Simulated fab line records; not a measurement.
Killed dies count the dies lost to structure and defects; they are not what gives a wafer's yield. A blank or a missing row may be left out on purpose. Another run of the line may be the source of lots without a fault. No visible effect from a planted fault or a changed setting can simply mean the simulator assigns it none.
The tool behind it: which one?	flow n5 finfet	24 lots with 72 wafers sampled at 6 steps, on a route of 1938 steps

== WHAT THE GAUGES SHOWED, per wafer ==
N5_BEOL_M7_CD_MEAS_28 targets a cd of 40 nm. Usual: cd nm 39.96 nm, standard deviation 0.26.
lot	measured	on	cd nm (nm)	flag
L074	day 8 21:53	cd sem-01	40.04 39.39 39.69	
L076	day 9 10:13	cd sem-01	39.69 39.72 39.93	
L077	day 9 16:33	cd sem-03	39.66 39.84 40.03	
L079	day 9 19:09	cd sem-01	40.46 39.94 40.44	
L078	day 9 21:06	cd sem-02	39.60 39.96 40.39	
L075	day 10 00:41	cd sem-01	39.82 40.11 39.65	
L080	day 10 15:17	cd sem-03	40.29 40.25 40.30	
L081	day 10 23:19	cd sem-03	40.09 39.49 40.32	
L082	day 11 18:20	cd sem-03	40.03 40.45 40.06	
L084	day 12 02:35	cd sem-02	39.67 39.95 39.94	
L083	day 12 02:38	cd sem-03	39.56 39.99 39.60	
L086	day 12 05:51	cd sem-02	39.85 40.01 39.72	
L085	day 12 08:39	cd sem-03	39.83 40.35 40.12	
L087	day 12 21:55	cd sem-01	39.72 40.26 39.72	
L088	day 12 22:00	cd sem-02	39.83 39.94 39.65	
L089	day 13 05:52	cd sem-03	39.45 40.13 40.19	
L091	day 13 09:32	cd sem-02	39.90 40.04 40.21	
L090	day 13 14:30	cd sem-02	39.91 39.61 39.91	
L092	day 13 21:08	cd sem-03	39.89 40.21 40.04	
L093	day 14 03:05	cd sem-01	39.89 39.61 40.06	
L094	day 14 06:04	cd sem-01	40.15 39.72 40.23	
L096	day 14 21:33	cd sem-01	40.25 40.13 40.18	
L095	day 14 21:43	cd sem-01	39.87 40.08 40.38	
L097	day 15 07:17	cd sem-01	39.89 40.14 40.22	

N5_BEOL_M7_OVL_MEAS_29. Usual: V6_OVL typically reads -0.1 nm, with standard deviation 0.58.
lot	measured	on	V6_OVL (nm)	flag
L074	day 8 21:55	overlay-02	-0.2 0.3 0.2	
L076	day 9 10:16	overlay-02	-0.2 -0.4 -0.3	
L077	day 9 16:35	overlay-01	0.2 -0.7 -0.3	
L079	day 9 19:11	overlay-02	-0.5 -0.9 0.4	
L078	day 9 21:08	overlay-01	0.2 -0.8 -0.4	
L075	day 10 00:43	overlay-01	-0.2 -0.3 -0.3	
L080	day 10 15:19	overlay-01	-0.6 0.9 0.2	
L081	day 10 23:21	overlay-02	0.6 0.4 -0.2	
L082	day 11 18:22	overlay-02	-0.4 -0.5 -0.2	
L084	day 12 02:37	overlay-01	-0.4 -0.6 -0.9	
L083	day 12 02:41	overlay-01	-0.1 0.1 0.6	
L086	day 12 05:53	overlay-01	0.4 0.1 0.8	
L085	day 12 08:41	overlay-02	-0.4 1.0 -0.4	
L087	day 12 21:57	overlay-01	0.5 0.0 0.7	
L088	day 12 22:02	overlay-02	-0.9 -0.8 -0.7	
L089	day 13 05:53	overlay-02	0.6 0.5 -0.4	
L091	day 13 09:34	overlay-01	-0.5 0.2 0.1	
L090	day 13 14:32	overlay-01	0.6 0.4 0.6	
L092	day 13 21:10	overlay-01	-1.0 -0.6 -1.6	
L093	day 14 03:07	overlay-02	0.2 0.2 0.7	
L094	day 14 06:06	overlay-02	0.0 0.3 0.0	
L096	day 14 21:35	overlay-01	-0.7 0.7 -0.4	
L095	day 14 21:45	overlay-02	-0.4 -1.2 0.1	
L097	day 15 07:19	overlay-02	-0.8 -1.4 -1.1	

N5_BEOL_M7_INSPECT_58: inspects for defects (darkfield). Usual: raw defect count 79, standard deviation 27.
lot	measured	on	raw defect count	flag
L074	day 9 00:29	defect inspect-01	105 98 98	
L076	day 9 13:04	defect inspect-02	60 56 39	
L077	day 9 19:35	defect inspect-01	103 160 95	
L079	day 9 22:49	defect inspect-02	75 52 86	
L078	day 10 00:47	defect inspect-01	25 63 37	
L075	day 10 03:49	defect inspect-02	111 73 114	
L080	day 10 19:08	defect inspect-01	62 51 80	
L081	day 11 02:38	defect inspect-01	66 67 75	
L082	day 11 21:38	defect inspect-01	71 82 61	
L084	day 12 08:08	defect inspect-02	74 47 71	
L083	day 12 07:58	defect inspect-02	94 104 74	
L086	day 12 08:34	defect inspect-02	54 39 77	
L085	day 12 12:11	defect inspect-01	69 58 58	
L087	day 13 01:09	defect inspect-01	112 97 73	
L088	day 13 01:28	defect inspect-02	98 81 76	
L089	day 13 10:35	defect inspect-02	57 60 40	
L091	day 13 14:10	defect inspect-02	65 31 69	
L090	day 13 17:37	defect inspect-01	89 90 68	
L092	day 14 01:01	defect inspect-02	42 72 102	
L093	day 14 08:06	defect inspect-02	109 85 107	
L094	day 14 08:54	defect inspect-02	81 91 75	
L096	day 15 03:25	defect inspect-01	74 104 102	
L095	day 15 03:29	defect inspect-01	70 40 47	
L097	day 15 10:45	defect inspect-01	85 142 172	

== WHICH TOOL RAN EACH LOT (tool, then ch and the chambers of the sampled wafers, then the start) ==
lot	N5_BEOL_M7_ETCH_72	N5_BEOL_M7_ETCH_65	N5_BEOL_M7_VIA_ETCH_34
L074	rie diel-06 ch 0,2,3, day 8 22:02	rie diel-06 ch 0,2,3, day 8 22:03	rie diel-06 ch 0,2,3, day 8 22:11
L076	rie diel-03 ch 1,2,3, day 9 10:22	rie diel-03 ch 1,2,3, day 9 10:23	rie diel-03 ch 1,2,3, day 9 10:32
L077	rie diel-04 ch 0,1,2, day 9 16:43	rie diel-04 ch 0,1,2, day 9 16:43	rie diel-04 ch 0,1,2, day 9 16:51
L079	rie diel-06 ch 0,3, day 9 19:18	rie diel-06 ch 0,3, day 9 19:19	rie diel-06 ch 0,3, day 9 19:26
L078	rie diel-03 ch 1,2,3, day 9 21:32	rie diel-03 ch 1,2,3, day 9 21:32	rie diel-03 ch 1,2,3, day 9 21:40
L075	rie diel-04 ch 0,1,3, day 10 00:50	rie diel-04 ch 0,1,3, day 10 00:51	rie diel-04 ch 0,1,3, day 10 00:59
L080	rie diel-04 ch 1,2, day 10 15:40	rie diel-04 ch 1,2, day 10 15:41	rie diel-04 ch 1,2, day 10 15:49
L081	rie diel-04 ch 0,2, day 10 23:37	rie diel-04 ch 0,2, day 10 23:38	rie diel-04 ch 0,2, day 10 23:46
L082	rie diel-04 ch 1,3, day 11 18:34	rie diel-04 ch 1,3, day 11 18:35	rie diel-04 ch 1,3, day 11 18:43
L084	rie diel-04 ch 1,2, day 12 03:29	rie diel-04 ch 1,2, day 12 03:30	rie diel-04 ch 1,2, day 12 03:37
L083	rie diel-03 ch 0,1,2, day 12 03:29	rie diel-03 ch 0,1,2, day 12 03:31	rie diel-03 ch 0,1,2, day 12 03:38
L086	rie diel-03 ch 0,1,3, day 12 06:00	rie diel-03 ch 0,1,3, day 12 06:01	rie diel-03 ch 0,1,3, day 12 06:09
L085	rie diel-04 ch 0,2,3, day 12 09:06	rie diel-04 ch 0,2,3, day 12 09:07	rie diel-04 ch 0,2,3, day 12 09:15
L087	rie diel-03 ch 1,2,3, day 12 22:13	rie diel-03 ch 1,2,3, day 12 22:14	rie diel-03 ch 1,2,3, day 12 22:22
L088	rie diel-04 ch 0,1,2, day 12 22:36	rie diel-04 ch 0,1,2, day 12 22:37	rie diel-04 ch 0,1,2, day 12 22:45
L089	rie diel-04 ch 0,1,3, day 13 07:02	rie diel-04 ch 0,1,3, day 13 07:02	rie diel-04 ch 0,1,3, day 13 07:10
L091	rie diel-04 ch 1,2,3, day 13 10:16	rie diel-04 ch 1,2,3, day 13 10:17	rie diel-04 ch 1,2,3, day 13 10:25
L090	rie diel-04 ch 0,1,3, day 13 14:46	rie diel-04 ch 0,1,3, day 13 14:47	rie diel-04 ch 0,1,3, day 13 14:55
L092	rie diel-04 ch 0,1,3, day 13 21:47	rie diel-04 ch 0,1,3, day 13 21:48	rie diel-04 ch 0,1,3, day 13 21:56
L093	rie diel-04 ch 0,2,3, day 14 03:40	rie diel-04 ch 0,2,3, day 14 03:41	rie diel-04 ch 0,2,3, day 14 03:49
L094	rie diel-04 ch 1,3, day 14 06:13	rie diel-04 ch 1,3, day 14 06:14	rie diel-04 ch 1,3, day 14 06:22
L096	rie diel-03 ch 1,2,3, day 14 23:19	rie diel-03 ch 1,2,3, day 14 23:20	rie diel-03 ch 1,2,3, day 14 23:28
L095	rie diel-03 ch 0,2, day 14 23:43	rie diel-03 ch 0,2, day 14 23:44	rie diel-03 ch 0,2, day 14 23:52
L097	rie diel-03 ch 0,2,3, day 15 07:34	rie diel-03 ch 0,2,3, day 15 07:35	rie diel-03 ch 0,2,3, day 15 07:43
- N5_BEOL_M7_ETCH_72: etches underlayer in N2/H2, target depth 6.5 nm, time 5.2 s.
- N5_BEOL_M7_ETCH_65: etches SiARC in CF4, target depth 15.6 nm, time 26 s.
- N5_BEOL_M7_VIA_ETCH_34: etches SiCOH lowk in C4F6/O2, target depth 125.5 nm, time 50.5 s.

== WHAT THE TOOLS THEMSELVES READ (means of the sampled wafers that have a number; where no wafer has one, the mark that the record gives instead) ==
N5_BEOL_M7_ETCH_72. Usual: drypump motor current A 5.4 A, standard deviation 0.43; etch rf on time s 5.18 s, standard deviation 0.12; oes product au 0.66 a.u., standard deviation 0.07; rf vpp V 522.9 V, standard deviation 2.7; showerhead plenum p Torr 2.51 Torr, standard deviation 0.073; throttle valve pct 18.00 %, standard deviation 0.2.
lot	tool	drypump motor current A (A)	etch rf on time s (s)	oes product au (a.u.)	rf vpp V (V)	showerhead plenum p Torr (Torr)	throttle valve pct (%)	flag
L074	rie diel-06	5.7	5.23	0.70	525.0	2.56	17.64	
L076	rie diel-03	5.5	5.30	0.62	523.1	2.54	18.06	
L077	rie diel-04	5.5	5.14	0.75	522.8	2.51	17.90	
L079	rie diel-06	5.5	5.26	0.75	526.1	2.59	17.56	
L078	rie diel-03	5.5	5.29	0.62	522.8	2.54	18.07	
L075	rie diel-04	5.5	5.03	0.71	523.5	2.52	18.04	
L080	rie diel-04	5.1	5.20	0.76	522.1	2.52	17.81	
L081	rie diel-04	5.2	5.20	0.71	522.8	2.47	17.77	
L082	rie diel-04	5.1	5.03	0.67	523.9	2.54	18.06	
L084	rie diel-04	5.1	5.20	0.74	524.7	2.51	17.84	
L083	rie diel-03	5.5	5.28	0.61	522.4	2.50	18.04	
L086	rie diel-03	5.7	5.32	0.61	519.9	2.43	18.10	
L085	rie diel-04	5.3	5.17	0.66	522.6	2.48	17.90	
L087	rie diel-03	5.5	5.28	0.59	522.5	2.53	18.11	
L088	rie diel-04	5.5	5.13	0.72	523.3	2.50	17.96	
L089	rie diel-04	5.5	5.04	0.68	522.7	2.51	18.07	
L091	rie diel-04	5.1	5.20	0.69	522.8	2.52	17.96	
L090	rie diel-04	5.5	5.12	0.67	523.7	2.51	18.08	
L092	rie diel-04	5.5	5.03	0.67	521.7	2.51	18.09	
L093	rie diel-04	5.3	5.11	0.65	521.6	2.47	17.95	
L094	rie diel-04	5.1	5.01	0.65	522.9	2.53	18.09	
L096	rie diel-03	5.5	5.25	0.59	521.8	2.52	18.13	
L095	rie diel-03	5.4	5.23	0.60	523.5	2.52	18.18	
L097	rie diel-03	5.5	5.36	0.59	522.7	2.45	18.21	

N5_BEOL_M7_ETCH_65. Usual: drypump motor current A 5.4 A, standard deviation 0.43; etch rf on time s 25.9 s, standard deviation 0.56; oes product au 0.66 a.u., standard deviation 0.071; rf vpp V 183.6 V, standard deviation 1.2; showerhead plenum p Torr 2.11 Torr, standard deviation 0.064; throttle valve pct 15.73 %, standard deviation 0.23.
lot	tool	drypump motor current A (A)	etch rf on time s (s)	oes product au (a.u.)	rf vpp V (V)	showerhead plenum p Torr (Torr)	throttle valve pct (%)	flag
L074	rie diel-06	5.7	26.2	0.69	184.2	2.15	15.42	
L076	rie diel-03	5.5	26.3	0.62	183.5	2.13	15.81	
L077	rie diel-04	5.4	25.2	0.76	184.1	2.11	15.59	
L079	rie diel-06	5.5	26.3	0.75	184.7	2.16	15.27	
L078	rie diel-03	5.4	26.4	0.61	183.4	2.13	15.82	
L075	rie diel-04	5.5	25.3	0.70	184.0	2.13	15.78	
L080	rie diel-04	5.1	25.7	0.76	183.3	2.12	15.52	
L081	rie diel-04	5.2	26.3	0.71	184.2	2.08	15.48	
L082	rie diel-04	5.1	25.3	0.67	184.4	2.15	15.86	
L084	rie diel-04	5.0	25.8	0.74	183.2	2.12	15.53	
L083	rie diel-03	5.5	26.5	0.61	184.7	2.10	15.73	
L086	rie diel-03	5.7	26.3	0.61	183.9	2.04	15.78	
L085	rie diel-04	5.2	25.6	0.66	181.9	2.09	15.67	
L087	rie diel-03	5.5	26.5	0.60	183.9	2.12	15.87	
L088	rie diel-04	5.4	25.9	0.72	183.3	2.10	15.65	
L089	rie diel-04	5.5	25.8	0.67	183.3	2.12	15.83	
L091	rie diel-04	5.1	25.6	0.69	184.2	2.13	15.72	
L090	rie diel-04	5.5	25.1	0.68	184.1	2.12	15.83	
L092	rie diel-04	5.5	25.5	0.67	183.3	2.12	15.82	
L093	rie diel-04	5.3	25.6	0.65	182.9	2.08	15.69	
L094	rie diel-04	5.1	25.5	0.64	183.4	2.14	15.90	
L096	rie diel-03	5.5	26.4	0.59	182.8	2.11	15.91	
L095	rie diel-03	5.3	26.4	0.59	184.1	2.13	15.90	
L097	rie diel-03	5.5	26.5	0.59	182.4	2.07	15.96	

N5_BEOL_M7_VIA_ETCH_34. Usual: C4F6_flow_sccm 10.002 sccm, standard deviation 0.03; O2_flow_sccm 10.00 sccm, standard deviation 0.032; drypump motor current A 5.4 A, standard deviation 0.43; oes_f_703_au 0.77 a.u., standard deviation 0.088; oes product au 0.77 a.u., standard deviation 0.081; rf vpp V 665 V, standard deviation 13; showerhead plenum p Torr 2.80 Torr, standard deviation 0.082; throttle valve pct 20.96 %, standard deviation 0.17.
lot	tool	C4F6_flow_sccm (sccm)	O2_flow_sccm (sccm)	drypump motor current A (A)	oes_f_703_au (a.u.)	oes product au (a.u.)	rf vpp V (V)	showerhead plenum p Torr (Torr)	throttle valve pct (%)	flag
L074	rie diel-06	9.981	10.00	5.7	0.78	0.81	662	2.87	20.71	
L076	rie diel-03	10.002	10.00	5.5	0.72	0.73	671	2.82	20.99	
L077	rie diel-04	9.988	10.02	5.4	0.88	0.88	668	2.80	20.88	
L079	rie diel-06	10.052	9.98	5.5	0.85	0.88	656	2.89	20.59	
L078	rie diel-03	9.981	10.01	5.5	0.72	0.73	670	2.82	20.99	
L075	rie diel-04	9.982	10.01	5.5	0.83	0.83	668	2.81	20.98	
L080	rie diel-04	9.995	10.02	5.0	0.90	0.89	656	2.82	20.84	
L081	rie diel-04	10.007	10.00	5.2	0.84	0.83	661	2.77	20.80	
L082	rie diel-04	10.024	10.00	5.1	0.79	0.77	659	2.84	21.05	
L084	rie diel-04	10.044	10.00	5.1	0.88	0.87	655	2.81	20.87	
L083	rie diel-03	10.001	9.97	5.5	0.70	0.72	670	2.79	20.95	
L086	rie diel-03	10.023	10.02	5.7	0.71	0.72	667	2.71	20.97	
L085	rie diel-04	9.997	10.00	5.2	0.77	0.77	663	2.77	20.92	
L087	rie diel-03	10.003	9.99	5.5	0.70	0.71	670	2.81	21.03	
L088	rie diel-04	9.975	9.98	5.4	0.84	0.83	666	2.79	20.91	
L089	rie diel-04	10.002	9.99	5.5	0.79	0.78	668	2.80	21.02	
L091	rie diel-04	9.998	10.01	5.1	0.82	0.81	656	2.82	20.98	
L090	rie diel-04	9.985	9.99	5.5	0.79	0.78	668	2.80	21.03	
L092	rie diel-04	10.032	10.02	5.5	0.79	0.78	668	2.80	21.03	
L093	rie diel-04	10.003	10.00	5.3	0.76	0.76	664	2.77	20.93	
L094	rie diel-04	9.997	9.98	5.1	0.77	0.75	659	2.82	21.09	
L096	rie diel-03	10.010	10.00	5.5	0.69	0.69	670	2.80	21.06	
L095	rie diel-03	9.996	10.02	5.4	0.70	0.69	665	2.82	21.13	
L097	rie diel-03	9.988	10.00	5.5	0.70	0.70	661	2.74	21.15	

== THE ANSWER, worked out from the rows above alone ==
Rule: lot off if the mean of its wafers having a number is beyond 3 standard deviations from the usual mean. A lot without any number at a reading at which 4 lots or more have one is off too. Where the step has rows for the other lots, those lots are counted as sound. First the gauges in route order, then the tools' own readings, where a lot's mean is used as printed above. The first step at which some lot is off is used, and at that step the reading that is off furthest; a lot without a number counts as furthest.
None of the lots is off at any reading shown; this tells nothing.

== WHAT WAS PUT IN BY THE SIMULATOR ==
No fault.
